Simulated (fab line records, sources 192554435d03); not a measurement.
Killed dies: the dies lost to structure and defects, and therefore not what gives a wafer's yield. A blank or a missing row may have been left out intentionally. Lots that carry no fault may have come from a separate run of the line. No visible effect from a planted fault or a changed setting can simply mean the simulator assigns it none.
fab line records | flow n5-finfet
record: lots: 3 | wafers: 9 | last-day: 17
route steps=1938 shown HKMG_FIN@436 GATE_CUT@465 BEOL_M4@1111 PASSIVATION@1936
lots with no fault: from the same line, run without faults
start-h: hours from the record's opening day to when the first of the lot's shown wafers began | wait-h: time in hours since the lot's previous step | " identical to the entry in the row above | L1.1+2: a single row standing in for several wafers | - no value, or no start was given | * or withheld: withheld | < > ~ a bound
route shown NAME@n: names a module that has steps shown in the file, with the first one's number in the route | usual: mean/standard deviation taken from wafers without a fault | same: alike in all rows | chamber/n: place in a boat | sites: the reading at each site | _std_site: how widely they spread, as a standard deviation | _edge_site: outer sites' mean less inner sites' | radius-mm: for every site, how far away it sits from the centre of the wafer | mask NAME#n: copy n | behind: the last tool/chamber to shape the wafer | hold: the reason the lot was held/the length of the hold in hours/how it ended | device: transistor that didn't switch, given as n, p or np | end of line: at the end of the route, the tests of the same wafers | step lacking rows: just its recipe | killed: dies lost to structure and defects at the first sort, not the wafer's yield | map: per-die view of a wafer (x killed, . not killed, _ where there is no die)
set.NAME: the run value of the setting; set.NAME@STEP: its run value at that earlier step | model.NAME: the simulator's own value behind a step, which no gauge read
a table for each step, a row for each wafer; lots at some steps of the route
services: when a tool's chamber went out of use (start-h, in hours from the record's first day, below 0 if earlier), for how many hours, and the reason
== steps ==
step: N5_HKMG_FIN_STRIP_33
recipe: chemistry: N2/H2 | temp-c: 40 | n2-flow-sccm: 200 | h2-flow-sccm: 200 | rf-frequency-hz: 6e+07
step: N5_HKMG_FIN_STRIP_34
recipe: chemistry: CF4 | resist: SiARC | power-w: 300 | bias-power-w: 75 | pressure-mtorr: 50 | cf4-flow-sccm: 150 | rf-frequency-hz: 6e+07
step: N5_HKMG_FIN_ETCH_35
recipe: chemistry: N2/H2 | target: SOC | target-depth-a: 2158 | ion-energy-ev: 65 | bias-w: 5 | source-w: 3000 | time-s: 243.4 | pressure-mtorr: 30 | n2-flow-sccm: 200 | h2-flow-sccm: 200
step: N5_HKMG_FIN_STRIP_92
recipe: chemistry: N2/H2 | material: SOC | time-s: 20 | power-w: 500 | temp-c: 40 | pressure-mtorr: 50 | rf-frequency-hz: 6e+07 | bias-power-w: 8 | h2-frac: 0.5 | n2-flow-sccm: 300 | h2-flow-sccm: 300
step: N5_HKMG_FIN_WET_ETCH_18
recipe: chemistry: SC1 | target: TiN | mix: 1:1:5 | temp-c: * | time-s: 55 | target-depth-nm: 5.2 | dry: ipa-marangoni | rinse-time-s: 30 | rinse-temp-c: 23
step: N5_HKMG_FIN_STRIP_19
recipe: chemistry: N2/H2 | power-w: 2500 | temp-c: 300 | h2-frac: 0.65 | time-s: 360 | pressure-mtorr: withheld | n2-flow-sccm: 1750 | h2-flow-sccm: 3250
step: N5_HKMG_FIN_ALD_91
recipe: material: TiN | target-thk-a: 10 | temp-c: 400 | ald-precursor-family: TiCl4 | ald-co-reactant: NH3 | pulse-time-s: 1 | purge-time-s: 3 | co-reactant-purge-time-s: 2 | co-reactant-pulse-time-s: 2 | ald-cycles: 47 | pressure-torr: 3
step: N5_HKMG_FIN_COAT_85
recipe: resist: SOC | temp-c: 250 | time-s: 60 | spin-rpm: 1500 | resist-thk-nm: 300
step: N5_HKMG_FIN_ETCH_86
recipe: chemistry: N2/H2 | target: SOC | target-depth-a: 3932 | stop-on: TiN | ion-energy-ev: 100 | bias-w: 61 | pressure-mtorr: 30 | source-w: 850 | n2-flow-sccm: 200 | h2-flow-sccm: 200
step: N5_HKMG_FIN_STRIP_89
recipe: chemistry: N2/H2 | material: SOC | time-s: 20 | power-w: 500 | temp-c: 40 | pressure-mtorr: 50 | rf-frequency-hz: 6e+07 | bias-power-w: 8 | h2-frac: 0.5 | n2-flow-sccm: 300 | h2-flow-sccm: 300
step: N5_HKMG_FIN_WET_ETCH_87
recipe: chemistry: SC1 | target: TiN | mix: 1:2:40 | temp-c: 50 | time-s: 154.2 | target-depth-nm: 4.7 | dry: ipa-marangoni | rinse-time-s: 30 | rinse-temp-c: 23
step: N5_HKMG_FIN_STRIP_88
recipe: chemistry: N2/H2 | power-w: 2500 | temp-c: 300 | h2-frac: 0.65 | time-s: 360 | pressure-mtorr: withheld | n2-flow-sccm: 1750 | h2-flow-sccm: 3250
step: N5_HKMG_FIN_NWFM_ALD_20
recipe: material: TiAlC | target-thk-a: 20 | temp-c: 300 | ald-precursor-family: TiCl4 | ald-co-reactant: TEA | pulse-time-s: 3 | purge-time-s: 2 | co-reactant-purge-time-s: 2 | co-reactant-pulse-time-s: 10 | ald-cycles: 7 | pressure-torr: 3
usual: ald-cycles: 7/0 | chamber-pressure-Torr: 3.000/0.007 | heater-power-w: 488/56 | precursor-pulse-height-rel: 1.000/0.02
same: co-reactant-pulse-time-s: 10 | pulse-time-s: 3
lot.wafer | tool         | chamber | start-h | wait-h | ald-cycles | chamber-pressure-Torr | heater-power-w | precursor-pulse-height-rel | since-wet-clean-h
L512.1    | ald-metal-04 | 0       | 88.97   | 0.3    | 7          | 3.005                 | 513            | 1.010                      | 4367
L512.2    | "            | 1       | "       | "      | 7          | 2.994                 | 532            | 0.993                      | 4367
L512.5    | "            | 3       | "       | "      | 7          | 3.011                 | 412            | 0.999                      | -
L520.3    | ald-metal-04 | 0       | 136.67  | 0.2    | 7          | 2.992                 | 523            | 1.013                      | 4415
L520.5    | "            | 3       | "       | "      | 6          | 2.990                 | 416            | 0.980                      | -
L520.6    | "            | 2       | "       | "      | 7          | 3.001                 | 393            | 0.981                      | -
L530.1    | ald-metal-03 | 3       | 202.84  | 0.3    | 7          | 2.991                 | 477            | 1.014                      | 1404
L530.2    | "            | 1       | "       | "      | 7          | 2.991                 | 557            | 1.015                      | 1404
L530.6    | "            | 0       | "       | "      | 7          | 2.994                 | 426            | 1.025                      | -
step: N5_HKMG_FIN_ALD_71
recipe: material: TiN | target-thk-a: 10 | temp-c: 400 | ald-precursor-family: TiCl4 | ald-co-reactant: NH3 | pulse-time-s: 1 | purge-time-s: 3 | co-reactant-purge-time-s: 2 | co-reactant-pulse-time-s: 2 | ald-cycles: 47 | pressure-torr: 3
step: N5_HKMG_FIN_COAT_66
recipe: resist: SOC | temp-c: 250 | time-s: 60 | spin-rpm: 1500 | resist-thk-nm: 300
step: N5_HKMG_FIN_ETCH_67
recipe: chemistry: N2/H2 | target: SOC | target-depth-a: 3889 | stop-on: TiN | ion-energy-ev: 100 | bias-w: 61 | pressure-mtorr: 30 | source-w: 850 | n2-flow-sccm: 200 | h2-flow-sccm: 200
step: N5_HKMG_FIN_STRIP_90
recipe: chemistry: N2/H2 | material: SOC | time-s: 20 | power-w: 500 | temp-c: 40 | pressure-mtorr: 50 | rf-frequency-hz: 6e+07 | bias-power-w: 8 | h2-frac: 0.5 | n2-flow-sccm: 300 | h2-flow-sccm: 300
step: N5_HKMG_FIN_WET_ETCH_73
recipe: chemistry: SC1 | mix: 1:2:40 | temp-c: 50 | time-s: 42.3 | target-depth-nm: 1.3 | dry: ipa-marangoni | rinse-time-s: 30 | rinse-temp-c: 23
step: N5_HKMG_FIN_ETCHBACK_68
recipe: chemistry: Cl2/Ar | stop-on: HfO2 | target-depth-a: 5 | pressure-mtorr: 10 | icp-w: 600 | bias-w: 60 | Cl2_flow_sccm: 40 | Ar_flow_sccm: 60
step: N5_HKMG_FIN_STRIP_69
recipe: chemistry: N2/H2 | power-w: 2500 | temp-c: 300 | h2-frac: 0.65 | time-s: 360 | pressure-mtorr: withheld | n2-flow-sccm: 1750 | h2-flow-sccm: 3250
step: N5_HKMG_FIN_ALD_21
recipe: material: TiN | target-thk-a: 15 | temp-c: 400 | ald-precursor-family: TiCl4 | ald-co-reactant: NH3 | pulse-time-s: 1 | purge-time-s: 3 | co-reactant-purge-time-s: 2 | co-reactant-pulse-time-s: 2 | ald-cycles: 68 | pressure-torr: 3
step: N5_HKMG_FIN_ALD_72
recipe: material: W | target-thk-a: 20 | temp-c: 300 | pressure-torr: 7.5 | ald-precursor-family: WF6 | ald-co-reactant: B2H6 | pulse-time-s: 1 | purge-time-s: 2 | co-reactant-purge-time-s: 2 | co-reactant-pulse-time-s: 3 | ald-cycles: 7
step: N5_HKMG_FIN_W_FILL_22
recipe: material: W | target-thk-a: 600 | temp-c: 400 | pressure-torr: 39.4 | time-s: 18.2
step: N5_HKMG_FIN_PRECLEAN_83
recipe: chemistry: DIW | time-s: 57.5 | temp-c: 23
step: N5_HKMG_FIN_SRD_84
recipe: dry-time-s: 32 | dry: n2-spin | spin-rpm: 1500
step: N5_HKMG_FIN_CMP_23
recipe: stop-on: SiNx | t-overpolish-s: 10 | post-cmp-clean: rinse-only | down-force-psi: 4 | platen-rpm: 50.289 | pad-velocity-m-s: 1.0006 | target-thk-nm: 46.326
step: N5_HKMG_FIN_CMP_94
recipe: stop-on: SiNx | post-cmp-clean: w-dilute-nh4oh | t-overpolish-s: 4.7 | down-force-psi: 4 | platen-rpm: 50.289 | pad-velocity-m-s: 1.0006 | target-thk-nm: 43.299
step: N5_GATE_CUT_ETCHBACK_00
recipe: chemistry: SF6/Cl2 | target: W | pressure-mtorr: 8 | icp-w: 900 | bias-w: 80 | SF6_flow_sccm: 40 | Cl2_flow_sccm: 60
step: N5_GATE_CUT_ETCH_56
recipe: chemistry: Cl2/Ar | target: TiN | target-depth-a: 216 | pressure-mtorr: 10 | icp-w: 600 | bias-w: 60 | Cl2_flow_sccm: 40 | Ar_flow_sccm: 60
step: N5_GATE_CUT_ETCHBACK_30
recipe: chemistry: Cl2/Ar | target: TiN | target-depth-a: 30 | mode: isotropic | pressure-mtorr: 10 | icp-w: 600 | bias-w: 60 | Cl2_flow_sccm: 40 | Ar_flow_sccm: 60
step: N5_GATE_CUT_VAPOR_ETCH_60
recipe: chemistry: BCl3/Cl2 | target: HfO2 | mode: isotropic
step: N5_GATE_CUT_ETCH_58
recipe: chemistry: CH3F/O2 | target: SiNx | target-depth-a: 170 | time-s: 128.6 | ion-energy-ev: 50 | pressure-mtorr: 30 | source-w: 415 | bias-w: 21 | Ar_flow_sccm: 150 | CH3F_flow_sccm: 30 | O2_flow_sccm: 20
step: N5_GATE_CUT_STRIP_59
recipe: chemistry: N2/H2 | time-s: 20 | power-w: 100 | temp-c: 40 | pressure-mtorr: 100 | rf-frequency-hz: 6e+07 | bias-power-w: 3 | n2-flow-sccm: 300 | h2-flow-sccm: 300
step: N5_GATE_CUT_PRECLEAN_31
recipe: temp-c: 23 | chemistry: DIW | time-s: 300
step: N5_GATE_CUT_SRD_32
recipe: time-s: 30 | temp-c: 23 | rinse-liquid: diw | dry: ipa-marangoni
step: N5_GATE_CUT_SAC_CAP_01
recipe: material: SiNx | target-thk-a: 240 | temp-c: 400 | ald-precursor-family: SiH2I2 | ald-co-reactant: N2/H2-plasma | pulse-time-s: 1 | ald-cycles: 480 | purge-time-s: 2 | co-reactant-purge-time-s: 2 | pressure-torr: 2
step: N5_GATE_CUT_PECVD_57
recipe: material: SiNx | target-thk-a: 210 | temp-c: 400 | precursor: SiH4/NH3/N2 | pressure-torr: 1.5 | rf-w: 300
step: N5_GATE_CUT_CMP_02
recipe: stop-on: SiO2 | t-overpolish-s: 12.7 | post-cmp-clean: alkaline-brush | down-force-psi: 2.5 | platen-rpm: 51.8 | pad-velocity-m-s: 1.0307 | target-thk-nm: 0
step: N5_GATE_CUT_HM_DEP_46
recipe: material: SiO2 | target-thk-a: 1300 | temp-c: 400 | precursor: TEOS/O2 | pressure-torr: 6.5 | rf-w: 900 | teos-flow-sccm: 161.4 | gas: O2 | flow-sccm: 2650 | time-s: 26.6
step: N5_BEOL_M4_RC_MEAS_101
usual: DIBL_N: 36.3/1.9 | DIBL_P: 36.0/2.1 | IOFF_N: 0.16/0.031 | IOFF_N_85C: 3.1/0.5 | IOFF_N_LIN: 0.073/0.012 | IOFF_N_LONG: 5.58e-05/2.3e-06 | IOFF_P: 0.21/0.035 | IOFF_P_LONG: 0.000108/8.2e-06 | ION_N: 675/14 | ION_P: 464/8.5 | SS_N: 71.5/0.6 | SS_P: 73.3/0.72 | VT_N: 250/3.2 | VT_N_LONG: 274.7/2 | VT_N_LVT: 99/3.2 | VT_P: -250/3.1
lot.wafer | tool      | chamber | start-h | wait-h | DIBL_N[mV/V] | DIBL_P[mV/V] | IOFF_N[nA/um] | IOFF_N_85C[nA/um] | IOFF_N_LIN[nA/um] | IOFF_N_LONG[nA/um] | IOFF_P[nA/um] | IOFF_P_LONG[nA/um] | ION_N[uA/um] | ION_P[uA/um] | SS_N[mV/dec] | SS_P[mV/dec] | VT_N[mV] | VT_N_LONG[mV] | VT_N_LVT[mV] | VT_P[mV]
L512.1    | prober-01 | 0       | 173.88  | 0.0    | 33.3         | 32.1         | 0.11          | 2.3               | 0.056             | 5.3e-05            | 0.15          | 9.6e-05            | 658          | 456          | 70.6         | 72.4         | 255      | 277.7         | 104          | -256
L512.2    | "         | 0       | "       | "      | 34.7         | 33.8         | 0.13          | 2.6               | 0.063             | 5.4e-05            | 0.16          | 0.0001             | 672          | 460          | 70.7         | 72.0         | 253      | 271.6         | 104          | -255
L512.5    | "         | 0       | "       | "      | 35.3         | 33.9         | 0.13          | 2.6               | 0.061             | 5.4e-05            | 0.16          | 9.5e-05            | 662          | 446          | 71.4         | 73.6         | 255      | 273.0         | 103          | -256
L520.3    | prober-01 | 0       | 214.58  | 0.3    | 33.5         | 33.2         | 0.12          | 2.5               | 0.061             | 5.63e-05           | 0.16          | 0.000114           | 679          | 461          | 71.3         | 72.8         | 252      | 274.8         | 102          | -255
L520.5    | "         | 0       | "       | "      | 33.7         | 33.7         | 0.05          | 1.3               | 0.027             | 3.57e-05           | 0.21          | 0.000135           | 624          | 471          | 70.4         | 72.7         | 275      | 295.3         | 125          | -247
L520.6    | "         | 0       | "       | "      | 33.7         | 33.7         | 0.13          | 2.6               | 0.063             | 5.63e-05           | 0.17          | 0.00011            | 689          | 470          | 71.6         | 72.6         | 252      | 274.9         | 102          | -253
L530.1    | prober-01 | 0       | 289.37  | 0.0    | 38.2         | 40.3         | 0.19          | 3.4               | 0.079             | 5.23e-05           | 0.22          | 9.5e-05            | 681          | 458          | 71.8         | 74.0         | 248      | 275.4         | 99           | -253
L530.2    | "         | 0       | "       | "      | 36.4         | 38.6         | 0.17          | 3.2               | 0.076             | 5.38e-05           | 0.20          | 9.2e-05            | 702          | 473          | 72.0         | 73.6         | 248      | 278.1         | 97           | -253
L530.6    | "         | 0       | "       | "      | 36.3         | 37.3         | 0.16          | 3.1               | 0.073             | 5.44e-05           | 0.18          | 9.2e-05            | 688          | 464          | 71.4         | 73.4         | 247      | 274.1         | 98           | -255
step: N5_PASSIVATION_PROBE_49
usual: defect-limited-yield: 91.0/1.5 | killed_at_M0_to_M3: 32/9.6 | killed_at_M4_up: 13/4.7 | killed-at-contacts: 13/7.2 | killed-at-front-end: 44/13 | killed-at-other: 4/3.4 | killed-dies: 106/18 | killed-open: 70/13 | killed-short: 35/8 | sort_bin_5_function: 5.3/0.97 | sort_bin_6_memory: 3.4/0.73 | sort_bin_8_speed: 0.00/0.036 | sort-n-pass: 1074/18 | sort-yield-pct: 91.0/1.5
same: gross-dies: 1180 | killed-at-back-side: 0 | sort_bin_4_leakage[%]: 0
lot.wafer | tool      | chamber | start-h | wait-h | defect-limited-yield[%] | killed_at_M0_to_M3 | killed_at_M4_up | killed-at-contacts | killed-at-front-end | killed-at-other | killed-dies | killed-open | killed-short | sort_bin_5_function[%] | sort_bin_6_memory[%] | sort_bin_8_speed[%] | sort-n-pass | sort-yield-pct[%]
L512.1    | prober-01 | -       | 255.70  | 0.0    | 91.3                    | 18                 | 11              | 18                 | 52                  | 4               | 103         | 78          | 24           | 5.1                    | 3.4                  | 0                   | 1077        | 91.3
L512.2    | prober-01 | -       | 255.75  | 0.1    | 91.5                    | 29                 | 16              | 12                 | 42                  | 1               | 100         | 71          | 28           | 5.2                    | 3.0                  | 0                   | 1080        | 91.5
L512.5    | prober-01 | -       | 255.90  | 0.2    | 88.2                    | 37                 | 9               | 30                 | 57                  | 6               | 139         | 98          | 38           | 7.4                    | 4.2                  | 0                   | 1041        | 88.2
L520.5    | prober-02 | -       | 296.43  | 0.5    | 92.4                    | 25                 | 14              | 10                 | 40                  | 1               | 90          | 61          | 29           | 3.9                    | 3.3                  | 32.80               | 703         | 59.6
killed by level:class
L512.1 STI_FIN_REVEAL:geometric-particle:open=31 MOL_CONTACT_COAG:geometric-particle:open=16 STI_FIN_REVEAL:geometric-particle:short=7 BEOL_M2:geometric-particle:open=6 BEOL_M4:geometric-particle:open=5 BEOL_M0_SAQP:geometric-particle:open=4 BEOL_M0_SAQP:geometric-particle:short=3 BEOL_M3:geometric-particle:open=3
L512.2 STI_FIN_REVEAL:geometric-particle:open=17 MOL_CONTACT_COAG:geometric-particle:open=9 BEOL_M0_SAQP:geometric-particle:short=8 FIN_SAQP:geometric-particle:open=7 BEOL_M3:geometric-particle:open=7 BEOL_M6:geometric-particle:open=5 DUMMY_GATE:geometric-particle:open=4 GATE_CUT:geometric-particle:short=4
L512.5 MOL_CONTACT_COAG:geometric-particle:open=26 STI_FIN_REVEAL:geometric-particle:open=19 BEOL_M0_SAQP:geometric-particle:open=12 BEOL_M0_SAQP:geometric-particle:short=11 DUMMY_GATE:geometric-particle:open=10 FIN_SAQP:geometric-particle:open=8 FIN_SAQP:geometric-particle:short=6 BEOL_M2:geometric-particle:open=5
L520.5 DUMMY_GATE:geometric-particle:open=8 FIN_SAQP:geometric-particle:open=7 FIN_SAQP:geometric-particle:short=7 MOL_CONTACT_COAG:geometric-particle:open=7 STARTING-WAFER:geometric-particle:open=6 BEOL_M4:geometric-particle:open=5 BEOL_M0_SAQP:geometric-particle:open=4 BEOL_M0_SAQP:geometric-particle:short=4
map L520.3 (x killed, . not)
_________________.......x....________________
______________.xx..............._____________
___________..x.....x.............x.__________
__________.....x............x......._________
________......x....xxx................_______
_______..........x.....................______
______..x.....................x........x_____
_____x......................x.........x..____
____.................x.x....x...xx........___
___......................xx................__
___......x....x.................x.....x....__
__..........xx...........x..............x..x_
__.......x..x...............xx.............._
_.x.................x........................
_..............x...........x.................
_...x................x.x......x.......x..x..x
_....x.......x.................x.........x...
_............x..................x.....x......
_.........xxx.....x...xx.....................
_...............x........x....x...........x..
_..x.x........x.......x................x.....
__.x........x...................x..........._
__..........x.........x..x...........x....x._
___.x.........x..........x.................__
___.....................x.....x...x........__
____......................................___
_____.x..........x.......................____
______.................................._____
_______x........x...............xx.....______
________.x...x.x.................x..x._______
__________.........................._________
___________........x...............__________
______________...x......x......._____________
_________________.x......x.x.________________
map L512.5 (x killed, . not)
_________________.....x......________________
______________...x......x.....x._____________
___________........................__________
__________.....x.x.................._________
________....x......x.................._______
_______..x....x......x..........x......______
______.x...x................xx....x..x.._____
_____.x......x.....x.............x.......____
____.......x.x.............x........x.....___
___.........x...........x........x......x..__
___..x.....x...x......x.............x......__
__..........x.................x......xx....._
__....................x........x........x..x_
_x.................x....x.x...........x......
_..x..xx..........x..........x.....xx....x...
_.x.........................xxx..............
_........xx........x.x..x....x...............
_x.....x..x.........x................x.......
_..xx.........x..x...........................
_.............xxx.x...x...........x..........
_..................x.....x...x.x.......x....x
__............x..................x........x._
__..........................x..............x_
___....................................x...__
___..x.x.............x.x....x.x.xx.x.......__
____......x.xx....xx..........x.x..x......___
_____....x...xx........x....x......x.....____
______....x....x........................_____
_______.x...........x.........x..x.....______
________..x...x....x...xx.........x..._______
__________.........................._________
___________...x..x..x...x..........__________
______________...x......x.x.x..._____________
_________________x.x........x________________
== services ==
tool         | chamber | start-h | hours | kind
ald-metal-03 | 3       | 79.87   | 6.0   | repair
ald-metal-04 | 2       | 87.83   | 31.6  | repair
ald-metal-04 | 2       | 159.14  | 6.5   | repair
ald-metal-03 | -       | 161.14  | 1.1   | repair
ald-metal-04 | 2       | 176.51  | 6.2   | repair
== key ==
first-sign: step: N5_HKMG_FIN_NWFM_ALD_20 | reading: ald-cycles | direction: down | sigmas: 99+ | usual: * | struck: *
effect: step: N5_BEOL_M4_RC_MEAS_101 | reading: VT_N_LONG | direction: up | sigmas: 10 | usual: 274.7 | struck: 295.3
effect: step: N5_BEOL_M4_RC_MEAS_101 | reading: IOFF_N_LONG | direction: down | sigmas: 8.6 | usual: 5.58e-05 | struck: 3.57e-05
effect: step: N5_BEOL_M4_RC_MEAS_101 | reading: VT_N_LVT | direction: up | sigmas: 8 | usual: 99 | struck: 125
effect: step: N5_BEOL_M4_RC_MEAS_101 | reading: VT_N | direction: up | sigmas: 7.6 | usual: 250 | struck: 275
effect: step: N5_BEOL_M4_RC_MEAS_101 | reading: IOFF_N_LIN | direction: down | sigmas: 4 | usual: 0.073 | struck: 0.027
effect: step: N5_BEOL_M4_RC_MEAS_101 | reading: ION_N | direction: down | sigmas: 3.7 | usual: 675 | struck: 624
effect: step: N5_BEOL_M4_RC_MEAS_101 | reading: IOFF_N_85C | direction: down | sigmas: 3.6 | usual: 3.1 | struck: 1.3
effect: step: N5_BEOL_M4_RC_MEAS_101 | reading: IOFF_N | direction: down | sigmas: 3.3 | usual: 0.16 | struck: 0.05
effect: step: N5_BEOL_M4_RC_MEAS_101 | reading: IOFF_P_LONG | direction: up | sigmas: 3.2 | usual: 0.000108 | struck: 0.000135
effect: step: N5_PASSIVATION_PROBE_49 | reading: sort_bin_8_speed | direction: up | sigmas: 99+ | usual: 0.00 | struck: 32.80
met-at N5_HKMG_FIN_NWFM_ALD_20
struck-wafers L520.5
onset-between 88.97 136.67
fault: kind: process-parameter-drift | tool: ald-metal-04 | chamber: - | onset-h: 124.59 | steps: N5_HKMG_FIN_NWFM_ALD_20 | channel: ald-cycles | offset: * | shape: step | end-h: 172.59 | scope: struck-wafers-only | acts-in: * | stated: *
